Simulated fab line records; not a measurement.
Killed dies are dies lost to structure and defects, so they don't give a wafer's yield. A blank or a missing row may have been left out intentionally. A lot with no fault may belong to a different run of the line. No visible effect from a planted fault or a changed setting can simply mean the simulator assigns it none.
Which tool was responsible? + flow nand harc + 14 lots with 42 wafers sampled at 4 steps, on a route of 1302 steps

== WHAT EACH GAUGE READ, for each wafer ==
No reading from a measuring or inspecting step in the record can be judged against a usual standard deviation.

== WHAT TOOL EACH LOT RAN ON (gives the tool, then ch and the chambers of the sampled wafers, and finally the start) ==
| lot  | NHARC_A_CHANNEL_HOLE_D1_ETCH_20  | NHARC_A_CHANNEL_HOLE_D1_STRIP_27              | NHARC_A_CHANNEL_FILL_D1_ALD_25   | NHARC_A_DECK1_JOINT_ANNEAL_28 |
|------|----------------------------------|-----------------------------------------------|----------------------------------|-------------------------------|
| L367 | har etch-02 ch 0,1, day 8 18:25  | rie diel-05 ch 0,1,2, day 10 17:08 or earlier | ald hk-03 ch 0,3, day 10 17:08   | furnace-06 ch 0, day 12 10:27 |
| L368 | har etch-01 ch 1, day 8 21:44    | rie diel-12 ch 1,2,3, day 10 17:46 or earlier | ald hk-01 ch 0,1,2, day 10 17:46 | furnace-06 ch 0, day 12 10:27 |
| L369 | har etch-02 ch 0,1, day 9 10:56  | rie diel-05 ch 0,1,2, day 11 08:59 or earlier | ald hk-03 ch 0,1,2, day 11 08:59 | furnace-06 ch 0, day 13 06:31 |
| L370 | har etch-01 ch 0,1, day 10 02:02 | rie diel-08 ch 0,2,3, day 11 22:42 or earlier | ald hk-03 ch 1,2,3, day 11 22:42 | furnace-06 ch 0, day 13 13:58 |
| L378 | har etch-01 ch 0,1, day 13 00:14 | rie diel-08 ch 1,2,3, day 14 20:47 or earlier | ald hk-03 ch 0,1,2, day 14 20:47 | furnace-08, day 16 10:15      |
| L379 | har etch-02 ch 0,1, day 13 14:52 | rie diel-08 ch 0,1,2, day 15 08:40 or earlier | ald hk-03 ch 0,1,3, day 15 08:40 | furnace-01, day 16 23:35      |
| L383 | har etch-02 ch 0,1, day 15 09:56 | rie diel-12 ch 0,1,3, day 17 03:26 or earlier | ald hk-02 ch 0,2,3, day 17 03:26 | furnace-08 ch 0, day 18 19:49 |
| L384 | har etch-02 ch 0,1, day 15 22:10 | rie diel-12 ch 0,1,2, day 17 16:37 or earlier | ald hk-02 ch 0,1,2, day 17 16:37 | furnace-08 ch 0, day 19 07:51 |
| L385 | har etch-02 ch 0,1, day 16 09:56 | rie diel-12 ch 0,1,3, day 18 11:09 or earlier | ald hk-03 ch 0,2,3, day 18 11:09 | furnace-01 ch 0, day 20 02:20 |
| L386 | har etch-02 ch 0,1, day 16 16:42 | rie diel-08 ch 0,1,3, day 18 13:38 or earlier | ald hk-02 ch 1,2, day 18 13:38   | furnace-01 ch 0, day 20 02:20 |
| L387 | har etch-01 ch 0, day 17 01:55   | rie diel-05 ch 0,2, day 18 20:29 or earlier   | ald hk-03 ch 1,2,3, day 18 20:29 | furnace-08 ch 0, day 20 23:57 |
| L388 | har etch-01 ch 0,1, day 17 10:17 | rie diel-08 ch 0,1,2, day 19 04:43 or earlier | ald hk-02 ch 0,1,3, day 19 04:43 | furnace-08 ch 0, day 20 23:57 |
| L389 | har etch-02 ch 0,1, day 17 13:49 | rie diel-08 ch 0,3, day 19 15:50 or earlier   | ald hk-01 ch 0,1,2, day 19 15:50 | furnace-06 ch 0, day 21 10:38 |
| L390 | har etch-02 ch 0,1, day 17 23:37 | rie diel-08 ch 0,2,3, day 19 15:44 or earlier | ald hk-02 ch 0,1,3, day 19 15:44 | furnace-06 ch 0, day 21 10:38 |
- NHARC_A_CHANNEL_HOLE_D1_ETCH_20: etches the open film in C4F8/O2/Ar, time 361.9 s, target depth 1600 nm.
- NHARC_A_CHANNEL_HOLE_D1_STRIP_27: strips in O2.
- NHARC_A_CHANNEL_FILL_D1_ALD_25: deposits SiOx, target thk 60 nm, pulse time 10 s, ald cycles 600.
- NHARC_A_DECK1_JOINT_ANNEAL_28: time 1800 s.

== AS READ BY THE TOOLS THEMSELVES (means over the sampled wafers that have a number; for cases with no such wafer, the mark the record gives instead) ==
NHARC_A_CHANNEL_HOLE_D1_ETCH_20.
| lot  | tool        | c4f8 flow sccm (sccm) | drypump motor current A (A) | showerhead plenum p Torr (Torr) | temp c (C) | throttle valve pct (%) |
|------|-------------|-----------------------|-----------------------------|---------------------------------|------------|------------------------|
| L367 | har etch-02 | 89.51                 | 5.93                        | 3.54                            | -19.96     | 32.157                 |
| L368 | har etch-01 | 89.36                 | 5.66                        | 3.71                            | -19.92     | 32.153                 |
| L369 | har etch-02 | 89.25                 | 5.94                        | 3.53                            | -20.04     | 32.157                 |
| L370 | har etch-01 | 89.43                 | 5.71                        | 3.71                            | -20.03     | 32.147                 |
| L378 | har etch-01 | 88.93                 | 5.79                        | 3.69                            | -20.07     | 32.160                 |
| L379 | har etch-02 | 89.49                 | 5.91                        | 3.50                            | -20.08     | 32.149                 |
| L383 | har etch-02 | 89.54                 | 5.94                        | 3.49                            | -20.02     | 32.159                 |
| L384 | har etch-02 | 89.23                 | 5.91                        | 3.49                            | -19.95     | 32.143                 |
| L385 | har etch-02 | 89.36                 | 5.93                        | 3.48                            | -19.97     | 32.157                 |
| L386 | har etch-02 | 89.55                 | 5.93                        | 3.48                            | -19.99     | 32.164                 |
| L387 | har etch-01 | 88.94                 | 5.79                        | 3.67                            | -20.12     | 32.158                 |
| L388 | har etch-01 | 89.45                 | 5.71                        | 3.65                            | -20.04     | 32.156                 |
| L389 | har etch-02 | 89.21                 | 5.92                        | 3.93                            | -19.95     | 32.148                 |
| L390 | har etch-02 | 89.34                 | 5.93                        | 3.93                            | -20.01     | 32.145                 |

NHARC_A_CHANNEL_HOLE_D1_STRIP_27.
| lot  | tool        | drypump motor current A (A) | oes product au (a.u.) | rf vpp V (V) | showerhead plenum p Torr (Torr) | throttle valve pct (%) |
|------|-------------|-----------------------------|-----------------------|--------------|---------------------------------|------------------------|
| L367 | rie diel-05 | 5.7                         | 1.001                 | 57.8         | 3.48                            | 17.036                 |
| L368 | rie diel-12 | 6.0                         | 1.013                 | 57.2         | 3.52                            | 17.034                 |
| L369 | rie diel-05 | 5.8                         | 1.001                 | 57.3         | 3.48                            | 17.027                 |
| L370 | rie diel-08 | 5.4                         | 1.001                 | 57.1         | 3.55                            | 17.037                 |
| L378 | rie diel-08 | 5.8                         | 0.997                 | 58.2         | 3.40                            | 17.031                 |
| L379 | rie diel-08 | 5.6                         | 1.004                 | 58.0         | 3.54                            | 17.039                 |
| L383 | rie diel-12 | 6.2                         | 1.004                 | 57.6         | 3.44                            | 17.030                 |
| L384 | rie diel-12 | 6.0                         | 1.006                 | 57.7         | 3.51                            | 17.036                 |
| L385 | rie diel-12 | 6.2                         | 0.998                 | 58.1         | 3.44                            | 17.039                 |
| L386 | rie diel-08 | 5.7                         | 1.005                 | 57.4         | 3.45                            | 17.027                 |
| L387 | rie diel-05 | 5.5                         | 0.988                 | 57.4         | 3.51                            | 17.036                 |
| L388 | rie diel-08 | 5.6                         | 0.995                 | 57.7         | 3.54                            | 17.040                 |
| L389 | rie diel-08 | 5.5                         | 1.004                 | 56.1         | 3.45                            | 17.031                 |
| L390 | rie diel-08 | 5.4                         | 0.998                 | 58.4         | 3.54                            | 17.035                 |

NHARC_A_CHANNEL_FILL_D1_ALD_25.
| lot  | tool      | heater power w (W) | precursor pulse height rel |
|------|-----------|--------------------|----------------------------|
| L367 | ald hk-03 | 456                | 1.007                      |
| L368 | ald hk-01 | 464                | 0.981                      |
| L369 | ald hk-03 | 466                | 0.998                      |
| L370 | ald hk-03 | 433                | 1.007                      |
| L378 | ald hk-03 | 474                | 1.008                      |
| L379 | ald hk-03 | 433                | 1.000                      |
| L383 | ald hk-02 | 438                | 0.997                      |
| L384 | ald hk-02 | 437                | 1.006                      |
| L385 | ald hk-03 | 460                | 0.985                      |
| L386 | ald hk-02 | 473                | 1.017                      |
| L387 | ald hk-03 | 442                | 0.998                      |
| L388 | ald hk-02 | 463                | 1.015                      |
| L389 | ald hk-01 | 472                | 1.009                      |
| L390 | ald hk-02 | 462                | 0.988                      |

NHARC_A_DECK1_JOINT_ANNEAL_28.
| lot  | tool       | densification p h2o torr (Torr) | ramp up c per min |
|------|------------|---------------------------------|-------------------|
| L367 | furnace-06 | 640.2                           | 9.9992            |
| L368 | furnace-06 | 641.6                           | 9.9995            |
| L369 | furnace-06 | 640.2                           | 9.9984            |
| L370 | furnace-06 | 641.1                           | 9.9995            |
| L378 | furnace-08 | -                               | -                 |
| L379 | furnace-01 | -                               | -                 |
| L383 | furnace-08 | 640.4                           | 10.0013           |
| L384 | furnace-08 | 638.8                           | 10.0006           |
| L385 | furnace-01 | 639.8                           | 9.9992            |
| L386 | furnace-01 | 638.8                           | 10.0007           |
| L387 | furnace-08 | 640.5                           | 9.9997            |
| L388 | furnace-08 | 641.2                           | 10.0009           |
| L389 | furnace-06 | 640.0                           | 9.9996            |
| L390 | furnace-06 | 640.4                           | 9.9999            |

== THE ANSWER, worked out from the rows above alone ==
Rule: usual is defined by the lots themselves. The widest of any qualifying gaps counts: lots, ordered by their means at a reading, are off when they make up no more than a third of the lots, leave a main group of 4 or more, and stand apart from it by 3 or more times the standard deviation of that group's means. A main group is skipped when, at the precision printed for the reading in the tables above, its means are all equal. A lot without any number at a reading at which 4 lots or more have one is off too. All remaining lots with rows at the step are treated as sound. Order of review: gauges by route order, followed by the tools' own readings, for which a lot's mean as printed above is used. At the first step where some lot is off, the reading lying furthest off is the one used; lots without a number count as furthest.
Off: L378, L379 (NHARC_A_DECK1_JOINT_ANNEAL_28, densification p h2o torr). Without a number there: L378, L379. Mean 640.2 Torr and standard deviation 0.82 in the main group.
If a tool, at that step or one of the process steps before it, ran each lot that is off and ran no sound lot following the first of them, it fits. With no start given for some of its lots, NHARC_A_CHANNEL_HOLE_D1_STRIP_27 uses the hours and lot order of NHARC_A_CHANNEL_FILL_D1_ALD_25. Not one of the candidates tried fits.

== WHAT THE SIMULATOR HAD PUT IN ==
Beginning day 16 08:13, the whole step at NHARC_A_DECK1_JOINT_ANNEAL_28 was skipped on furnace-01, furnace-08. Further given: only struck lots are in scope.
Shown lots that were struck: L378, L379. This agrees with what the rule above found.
